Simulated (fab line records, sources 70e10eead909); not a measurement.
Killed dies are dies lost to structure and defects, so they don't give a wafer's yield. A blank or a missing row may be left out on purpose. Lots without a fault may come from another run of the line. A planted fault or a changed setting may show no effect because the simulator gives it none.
Which tool did it? | flow nand_harc | 13 lots, 39 wafers sampled, at 5 steps of a route of 1159

WHAT THE GAUGES READ, wafer by wafer
NHARC_END_SORT_01. Usual: killed_at_array 25, standard deviation 9.5; killed_at_other 0.8, standard deviation 1.2; killed_at_periphery 3.4, standard deviation 2.2; killed_dies 29, standard deviation 10; killed_open 3.3, standard deviation 1.8; killed_short 2.1, standard deviation 1.4.
lot  | measured     | on        | killed_at_array | killed_at_other | killed_at_periphery | killed_dies | killed_open | killed_short | flag
L100 | day 25 02:05 | prober-02 | 109 103 68      | 0 0 1           | 5 2 3               | 114 105 72  | 8 3 4       | 4 2 0        | OFF
L999 | day 25 07:31 | prober-02 | 80 111 75       | 0 0 2           | 2 3 2               | 82 114 79   | 3 5 4       | 2 1 4        | OFF

WHICH TOOL RAN EACH LOT (tool, then ch and the chambers of the sampled wafers, then the start)
lot  | NHARC_A_STAIRCASE_STRIP_446          | NHARC_A_M1_STRIP_18                | NHARC_A_M1_DEGAS_29          | NHARC_A_M1_CMP_23
L977 | plasma_asher-01 ch 0,1, day 13 11:28 | rie_diel-06 ch 0,1,3, day 17 23:04 | pvd_sputter-03, day 17 23:41 | cmp-02 ch 0,2,3, day 18 00:51
L978 | plasma_asher-01 ch 0,1, day 13 23:40 | rie_diel-04 ch 1,2, day 17 23:25   | pvd_sputter-03, day 18 00:02 | cmp-04 ch 2,3, day 18 01:11
L980 | plasma_asher-02 ch 0,1, day 14 09:35 | rie_diel-12 ch 0,1,2, day 18 09:34 | pvd_sputter-02, day 18 10:11 | cmp-04 ch 2,3, day 18 11:18
L981 | plasma_asher-01 ch 0,1, day 14 09:49 | rie_diel-04 ch 0,1,3, day 18 01:04 | pvd_sputter-01, day 18 01:41 | cmp-02 ch 2,3, day 18 02:46
L984 | plasma_asher-01 ch 0,1, day 15 18:24 | rie_diel-12 ch 0,3, day 19 19:16   | pvd_sputter-02, day 19 19:54 | cmp-04 ch 0,1,2, day 19 21:03
L982 | plasma_asher-02 ch 0,1, day 15 18:33 | rie_diel-06 ch 2,3, day 20 01:19   | pvd_sputter-01, day 20 01:57 | cmp-02 ch 1,2,3, day 20 03:04
L986 | plasma_asher-02 ch 0,1, day 15 19:49 | rie_diel-06 ch 0,2, day 20 01:58   | pvd_sputter-02, day 20 02:35 | cmp-01 ch 0,3, day 20 03:40
L983 | plasma_asher-02 ch 1, day 15 20:52   | rie_diel-12 ch 1,2, day 19 17:47   | pvd_sputter-01, day 19 18:26 | cmp-02 ch 0,2, day 19 19:31
L989 | plasma_asher-01 ch 0,1, day 16 17:20 | rie_diel-06 ch 1,3, day 20 11:19   | pvd_sputter-02, day 20 11:59 | cmp-02 ch 0,1,2, day 20 13:05
L990 | plasma_asher-02 ch 0,1, day 16 17:34 | rie_diel-12 ch 2,3, day 20 10:25   | pvd_sputter-01, day 20 11:02 | cmp-01 ch 0,2,3, day 20 12:08
L991 | plasma_asher-01 ch 0,1, day 17 22:16 | rie_diel-12 ch 0,2,3, day 22 01:49 | pvd_sputter-02, day 22 02:25 | cmp-02 ch 0,1,2, day 22 03:34
L100 | plasma_asher-02 ch 0,1, day 19 11:10 | rie_diel-04 ch 0,1,2, day 23 14:24 | pvd_sputter-03, day 23 15:01 | cmp-02 ch 0,1,2, day 23 16:08
L999 | plasma_asher-02 ch 0,1, day 19 12:22 | rie_diel-04 ch 0,2,3, day 23 18:11 | pvd_sputter-03, day 23 18:50 | cmp-02 ch 0,1,3, day 23 19:55
- NHARC_A_STAIRCASE_STRIP_446: strips in O2.
- NHARC_A_M1_STRIP_18: strips in N2/H2.
- NHARC_A_M1_DEGAS_29: time 60 s.
- NHARC_A_M1_CMP_23: polishes, t overpolish 20 s, target thk 154.34 nm.

WHAT THE TOOLS THEMSELVES READ (means of the sampled wafers that have a number; where no wafer has one, the mark that the record gives instead)
NHARC_A_STAIRCASE_STRIP_446. Usual: drypump_motor_current_A 5.8 A, standard deviation 0.6; heater_power_w 333 W, standard deviation 35.
lot  | tool            | drypump_motor_current_A (A) | heater_power_w (W) | flag
L977 | plasma_asher-01 | 5.7                         | 369                |
L978 | plasma_asher-01 | 5.9                         | 343                |
L980 | plasma_asher-02 | 5.6                         | 303                |
L981 | plasma_asher-01 | 5.7                         | 366                |
L984 | plasma_asher-01 | 5.7                         | 370                |
L982 | plasma_asher-02 | 5.5                         | 305                |
L986 | plasma_asher-02 | 6.1                         | 311                |
L983 | plasma_asher-02 | 4.9                         | 293                |
L989 | plasma_asher-01 | 5.7                         | 367                |
L990 | plasma_asher-02 | 6.0                         | 308                |
L991 | plasma_asher-01 | 5.7                         | 366                |
L100 | plasma_asher-02 | 5.5                         | 300                |
L999 | plasma_asher-02 | 6.1                         | 306                |

NHARC_A_M1_STRIP_18. Usual: drypump_motor_current_A 5.5 A, standard deviation 0.36; h2_flow_sccm 150.0 sccm, standard deviation 0.41; oes_product_au 0.999 a.u., standard deviation 0.0099; rf_vpp_V 90.7 V, standard deviation 0.92; showerhead_plenum_p_Torr 2.05 Torr, standard deviation 0.079; throttle_valve_pct 14.171 %, standard deviation 0.0094.
lot  | tool        | drypump_motor_current_A (A) | h2_flow_sccm (sccm) | oes_product_au (a.u.) | rf_vpp_V (V) | showerhead_plenum_p_Torr (Torr) | throttle_valve_pct (%) | flag
L977 | rie_diel-06 | 5.5                         | 150.2               | 0.995                 | 90.3         | 2.05                            | 14.170                 |
L978 | rie_diel-04 | 5.4                         | 150.0               | 0.998                 | 90.4         | 2.14                            | 14.167                 |
L980 | rie_diel-12 | 5.7                         | 150.1               | 1.006                 | 90.8         | 2.04                            | 14.169                 |
L981 | rie_diel-04 | 5.4                         | 150.4               | 1.001                 | 90.1         | 2.05                            | 14.167                 |
L984 | rie_diel-12 | 5.7                         | 149.9               | 1.007                 | 90.5         | 1.97                            | 14.170                 |
L982 | rie_diel-06 | 5.7                         | 150.0               | 0.995                 | 91.2         | 2.12                            | 14.168                 |
L986 | rie_diel-06 | 5.3                         | 149.8               | 1.003                 | 90.0         | 2.03                            | 14.175                 |
L983 | rie_diel-12 | 5.5                         | 149.5               | 0.997                 | 91.0         | 2.11                            | 14.172                 |
L989 | rie_diel-06 | 5.4                         | 150.4               | 0.998                 | 91.6         | 2.03                            | 14.175                 |
L990 | rie_diel-12 | 5.3                         | 150.2               | 1.000                 | 91.5         | 2.11                            | 14.172                 |
L991 | rie_diel-12 | 5.5                         | 150.2               | 1.010                 | 91.3         | 2.04                            | 14.167                 |
L100 | rie_diel-04 | 5.6                         | 149.9               | 0.991                 | 90.0         | 2.09                            | 14.182                 |
L999 | rie_diel-04 | 5.7                         | 150.3               | 0.987                 | 91.0         | 2.00                            | 14.168                 |

NHARC_A_M1_DEGAS_29. Usual: heater_power_w 351 W, standard deviation 40; susceptor_temp_C 249.99 C, standard deviation 0.18.
lot  | tool           | heater_power_w (W) | susceptor_temp_C (C) | flag
L977 | pvd_sputter-03 | 413                | 249.84               |
L978 | pvd_sputter-03 | 416                | 250.01               |
L980 | pvd_sputter-02 | 311                | 250.10               |
L981 | pvd_sputter-01 | 339                | 250.07               |
L984 | pvd_sputter-02 | 340                | 250.05               |
L982 | pvd_sputter-01 | 325                | 250.16               |
L986 | pvd_sputter-02 | 354                | 249.96               |
L983 | pvd_sputter-01 | 338                | 249.96               |
L989 | pvd_sputter-02 | 370                | 249.93               |
L990 | pvd_sputter-01 | 362                | 250.05               |
L991 | pvd_sputter-02 | 352                | 249.92               |
L100 | pvd_sputter-03 | 365                | -                    | OFF
L999 | pvd_sputter-03 | 375                | 249.82               |

NHARC_A_M1_CMP_23. Usual: motor_current_A 12.4 A, standard deviation 1.3; time_to_endpoint_s 28.9 s, standard deviation 2.8.
lot  | tool   | motor_current_A (A) | time_to_endpoint_s (s) | flag
L977 | cmp-02 | 12.0                | 27.8                   |
L978 | cmp-04 | 11.7                | 31.7                   |
L980 | cmp-04 | 11.9                | 25.0                   |
L981 | cmp-02 | 12.6                | 31.3                   |
L984 | cmp-04 | 12.4                | 28.9                   |
L982 | cmp-02 | 12.3                | 31.7                   |
L986 | cmp-01 | 13.4                | 26.2                   |
L983 | cmp-02 | 12.9                | 29.0                   |
L989 | cmp-02 | 12.4                | 31.4                   |
L990 | cmp-01 | 12.1                | 26.8                   |
L991 | cmp-02 | 12.7                | 28.0                   |
L100 | cmp-02 | 12.2                | 29.9                   |
L999 | cmp-02 | 12.0                | 30.9                   |

THE ANSWER, worked out from the rows above alone
Rule: a lot is off if the mean of its wafers that have a number lies more than 3 standard deviations from the usual mean. A lot without any number at a reading at which 4 lots or more have one is off too. The other lots that the step has rows for count as sound. The gauges are gone through in route order, then the tools' own readings, and for those a lot's mean is taken as printed above. The first step at which some lot is off is used, and at that step the reading that is off furthest; a lot without a number counts as furthest.
Off: L100, L999, at NHARC_END_SORT_01 (killed_at_array). Neither off nor sound, because the step has no rows for them: L977, L978, L980, L981, L984, L982, L986, L983, L989, L990, L991.
A tool fits if, at a process step before that reading, it ran every lot that is off, and no sound lot after the first of them. The gauges at NHARC_END_SORT_01 are tried like those tools. Can't be told from this: 5 tools fit, plasma_asher-02 at NHARC_A_STAIRCASE_STRIP_446, rie_diel-04 at NHARC_A_M1_STRIP_18, pvd_sputter-03 at NHARC_A_M1_DEGAS_29, cmp-02 at NHARC_A_M1_CMP_23, prober-02 at NHARC_END_SORT_01.

WHAT THE SIMULATOR HAD PUT IN
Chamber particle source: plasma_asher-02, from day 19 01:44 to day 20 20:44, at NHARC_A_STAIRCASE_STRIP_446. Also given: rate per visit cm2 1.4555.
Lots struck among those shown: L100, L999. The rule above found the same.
